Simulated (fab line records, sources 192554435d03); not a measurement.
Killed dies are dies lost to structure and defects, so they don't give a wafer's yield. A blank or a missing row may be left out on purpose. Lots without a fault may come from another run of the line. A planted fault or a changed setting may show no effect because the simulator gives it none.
Chamber matching | flow n5_finfet | N5_BEOL_M2_CMP_52 on cmp-01: 4 sister chambers
The step polishes, stops on SiOC, t overpolish 6.8 s, target thk 40 nm. 8 wafers are shown with their chamber, then 12 later ones without.

WAFERS WITH THEIR CHAMBER
wafer  | chamber | motor_current_A (A) | barrier_field_endpoint_s (s)
L082.5 | 3       | 6.7                 | 25.4
L084.1 | 1       | 6.2                 | 24.3
L087.3 | 0       | 5.9                 | 24.0
L087.4 | 2       | 5.3                 | 23.7
L087.6 | 0       | 6.0                 | 24.3
L092.1 | 3       | 6.3                 | 24.5
L092.2 | 2       | 5.5                 | 24.4
L092.3 | 1       | 6.2                 | 23.5

WAFERS WITHOUT THEIR CHAMBER
wafer  | motor_current_A (A) | barrier_field_endpoint_s (s)
L091.1 | 5.6                 | 23.6
L091.4 | 5.8                 | 25.0
L091.6 | 5.9                 | 24.8
L093.3 | 5.6                 | 24.2
L093.4 | 6.1                 | 24.3
L093.6 | 6.2                 | 25.0
L095.2 | 6.0                 | 24.4
L095.3 | 6.3                 | 24.6
L095.6 | 6.0                 | 25.0
L097.1 | 6.2                 | 24.5
L097.4 | 6.2                 | 24.8
L097.6 | 5.5                 | 25.4

WHICH CHAMBER EACH WENT THROUGH
wafer  | from the rows above          | in truth
L091.1 | can't be placed: 2 or 0      | 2
L091.4 | can't be placed: 0 or 2 or 1 | 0
L091.6 | can't be placed: 0 or 1      | 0
L093.3 | can't be placed: 2 or 0      | 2
L093.4 | can't be placed: 0 or 1 or 3 | 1
L093.6 | can't be placed: 3 or 1 or 0 | 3
L095.2 | can't be placed: 0 or 1      | 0
L095.3 | can't be placed: 3 or 1 or 0 | 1
L095.6 | can't be placed: 0 or 1 or 3 | 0
L097.1 | can't be placed: 1 or 0 or 3 | 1
L097.4 | can't be placed: 1 or 3 or 0 | 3
L097.6 | can't be placed: 2 or 0      | 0
Placed correctly: 0 of 12. Can't be placed from these rows: 12 (the true chamber is among the candidates in 12). Placed wrongly: 0.
How it was worked out, from the rows above alone: a wafer's distance from a chamber is the root of the sum, over the readings, of the square of ((its reading less the chamber's mean) divided by the reading's scatter). The wafer belongs to the nearest chamber; if the next one is less than 2 further off, it can't be placed. A chamber's mean is the mean of its shown wafers. The scatter: the root of (the sum of the squares of (reading less its chamber's mean) over the shown wafers, divided by (wafers less chambers)).
